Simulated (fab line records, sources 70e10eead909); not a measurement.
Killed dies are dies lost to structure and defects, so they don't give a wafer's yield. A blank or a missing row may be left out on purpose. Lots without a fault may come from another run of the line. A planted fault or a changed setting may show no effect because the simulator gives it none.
A struck lot beside a sound one | flow nand_harc | 16 steps out of a route of 1302
Sound: wafers L730.1, L730.2, L730.3. Struck: wafers L723.1, L723.2, L723.5. The cause comes at the end.
At each step with rows: each side's tool, then ch and its chambers, then its first start. Under that, the readings that differ: sound wafers | struck wafers | difference of the means | sigmas: that difference in standard deviations of wafers without a fault.
alike: readings whose means differ by less than 2 such deviations, and words and numbers that are the same on both sides. not compared: withheld readings, readings that some wafer has no value for, bounds like >300 that may hide the same value, and numbers for which the record gives no deviation and whose values overlap.
The two part at a step that has a row with sigmas, a row that says differs or no value, or rows on one side only. Numbers that don't overlap but have no deviation are shown without sigmas and don't part them. A reading that every wafer of one side lacks parts them only if that side has two wafers or more.

NHARC_A_M1_ETCH_35: etches the open film in N2/H2, target depth 40 nm, overetch 12 nm, time 43.94 s.
  sound on rie_diel-12 ch 0,1,3, day 30 19:31; struck on rie_diel-12 ch 0,1,2, day 27 21:07
  alike: drypump_motor_current_A, oes_product_au, rf_vpp_V, showerhead_plenum_p_Torr, throttle_valve_pct
  not compared: rf_hours_counter_h
NHARC_A_M1_ETCH_15: etches the open film in C4F8/Ar, target depth 182.5 nm, time 91.2 s.
  sound on rie_diel-12 ch 0,2,3; struck on rie_diel-12 ch 0,1,2
  alike: oes_product_au, rf_vpp_V
  not compared: rf_hours_counter_h
NHARC_A_M1_CD_MEAS_16:
  sound on cd_sem-02, day 30 19:44; struck on cd_sem-03, day 27 21:20
  alike: cd_nm
then, 1 step without rows for these wafers: NHARC_A_M1_STRIP_18 (strips in N2/H2).
NHARC_A_M1_ETCH_28: etches the open film in CF4/N2, target depth 30 nm, time 72.99 s.
  sound on rie_diel-05 ch 1,2,3; struck on rie_diel-10 ch 0,2
  alike: drypump_motor_current_A, oes_product_au, rf_vpp_V, showerhead_plenum_p_Torr, throttle_valve_pct
  not compared: rf_hours_counter_h
then, 1 step without rows for these wafers: NHARC_A_M1_STRIP_19 (strips in post etch residue remover, time 600 s).
NHARC_A_M1_DEGAS_29: time 60 s.
  sound on pvd_sputter-02, day 30 20:27; struck on pvd_sputter-01, day 27 22:02
  alike: heater_power_w
then, 2 steps without rows for these wafers: NHARC_A_M1_PRE_CLEAN_30 (time 30 s); NHARC_A_M1_PVD_20 (deposits TaN, target thk 5 nm, time 8.06 s).
NHARC_A_M1_PVD_21: deposits Cu, target thk 30 nm, time 20.49 s.
  sound on pvd_sputter-02; struck on pvd_sputter-01
  alike: throttle_valve_pct
then, 2 steps without rows for these wafers: NHARC_A_M1_ECD_22 (material Cu, target thk 400 nm); NHARC_A_M1_ANNEAL_31 (time 90 s).
NHARC_A_M1_CMP_23: polishes, t overpolish 20 s, target thk 154.34 nm.
  sound on cmp-04 ch 0,2,3, day 30 21:32; struck on cmp-04 ch 0,1,3, day 27 23:16
  no value came back on the struck wafers for edge_zone_pressure_frac, motor_current_A (A), retaining_ring_pressure_frac, time_to_endpoint_s (s); on the sound wafers edge_zone_pressure_frac reads 1.005 0.993 1.011
NHARC_A_M1_THK_MEAS_24: measures by xrf.
  sound on film_metro-02, day 30 21:51; struck on film_metro-02, day 27 23:35
  reading     | sound             | struck            | difference | sigmas
  thk_nm (nm) | 156.5 156.1 153.8 | 400.6 390.7 400.7 | +241.9     | +99 or more
then, 1 step without rows for these wafers: NHARC_A_M1_SRD_25.
NHARC_END_SORT_01:
  the record has rows for the struck wafers here (prober-02 ch 0, day 29 15:43) and none for the sound ones

WHERE THEY PART
First at NHARC_A_M1_CMP_23; last, within this record, at NHARC_END_SORT_01.

WHY: what the simulator had put in
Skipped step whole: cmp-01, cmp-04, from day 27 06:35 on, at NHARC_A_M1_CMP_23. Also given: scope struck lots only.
